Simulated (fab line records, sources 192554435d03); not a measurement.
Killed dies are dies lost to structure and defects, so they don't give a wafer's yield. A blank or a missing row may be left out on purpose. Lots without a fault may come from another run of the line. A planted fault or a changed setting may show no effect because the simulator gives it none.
Split-lot experiment | flow n5_finfet | 7 lots, 21 wafers read, on a route of 1938 steps

THE SPLIT
At N5_FIN_SAQP_PEB_14 (peb time 60 s), the setting peb_time_s was moved away from the recipe's 60 s on 7 of the 21 wafers read, by -9.1% to +16.9%. The other wafers ran this setting at the recipe's value.

FROM THE SPLIT TO THE READING: what the file shows between them, 1 step
- N5_FIN_SAQP_DEVELOP_15: develop time 30 s (also split here: develop_time_s)

THE READING
cd_nm, in nm, at N5_FIN_SAQP_CD_MEAS_16 (target cd 35.6 nm). Fault-free wafers of this fab line usually give 35.7 nm, standard deviation 0.33 nm.

wafer  | tool, chamber at the split | peb_time_s as run, s | against the recipe | cd_nm, nm | against lot-mates on the recipe
L076.3 | litho_track-03, 0          | 65.67                | +9.5%              | 34.6      | -1.1
L076.4 | litho_track-03, 0          | 65.67                | +9.5%              | 34.6      | -1.1
L076.6 | litho_track-03, 0          | 60                   | recipe             | 35.7      | -
L078.2 | litho_track-01, 0          | 60                   | recipe             | 36.0      | -
L078.3 | litho_track-01, 0          | 60                   | recipe             | 35.4      | -
L078.5 | litho_track-01, 0          | 60                   | recipe             | 35.9      | -
L081.1 | litho_track-01, 0          | 60                   | recipe             | 35.8      | -
L081.5 | litho_track-01, 0          | 70.16                | +16.9%             | 33.6      | -2.2
L081.6 | litho_track-01, 0          | 70.16                | +16.9%             | 33.2      | -2.6
L082.1 | litho_track-01, 0          | 60                   | recipe             | 35.7      | -
L082.4 | litho_track-01, 0          | 60                   | recipe             | 35.2      | -
L082.5 | litho_track-01, 0          | 60                   | recipe             | 35.3      | -
L083.1 | litho_track-02, 0          | 54.52                | -9.1%              | 36.7      | +1.0
L083.4 | litho_track-02, 0          | 60                   | recipe             | 35.7      | -
L083.6 | litho_track-02, 0          | 54.52                | -9.1%              | 36.6      | +0.9
L088.1 | litho_track-02, 0          | 60                   | recipe             | 36.3      | -
L088.2 | litho_track-02, 0          | 60                   | recipe             | 35.9      | -
L088.6 | litho_track-02, 0          | 60                   | recipe             | 35.9      | -
L093.1 | litho_track-03, 0          | 60                   | recipe             | 36.2      | -
L093.4 | litho_track-03, 0          | 60                   | recipe             | 36.1      | -
L093.5 | litho_track-03, 0          | 55.61                | -7.3%              | 37.1      | +0.9

THE FIT
A straight line over all 21 wafers: cd_nm changes by -0.132 nm for each +1% of peb_time_s; r = -0.95; the points scatter about the line by 0.31 nm.
The same after taking each lot's own level away (the mean of its wafers on the recipe; 21 wafers): -0.129 nm for each +1%; r = -0.98; scatter 0.2 nm.
On that fit, the largest move of peb_time_s shifts the reading by 2.2 nm.
The lots' own levels span 35.40 to 36.15 nm, that is 2.3 times the standard deviation above.
So the lot-to-lot level changes the slope little: the two slopes agree.
Check: with one of the wafers moved furthest among these (+16.9%) left out of the fit, the line predicts -2.22 nm for it against its lot-mates. It came out at -2.2 nm against them.

OTHER SPLITS ON THESE WAFERS
These wafers also went through other splits before the reading. Each is held against what the fit with the lots' levels taken away leaves over:
other split on the same wafers            | wafers away from the commonest value | r with cd_nm (lot level and that fit taken away)
N5_PMOS_HMC_CHANNEL_EPI_HM_DEP_34 time_s  | 5                                    | -0.11
N5_PMOS_HMC_CHANNEL_EPI_EXPOSE_06 dose_mj | 7                                    | +0.37
N5_FIN_SAQP_DEVELOP_15 develop_time_s     | 4                                    | -0.34

THE FILE'S OWN FIT
cd_nm changes by -0.13 nm for each +1% of peb_time_s, r = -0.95.
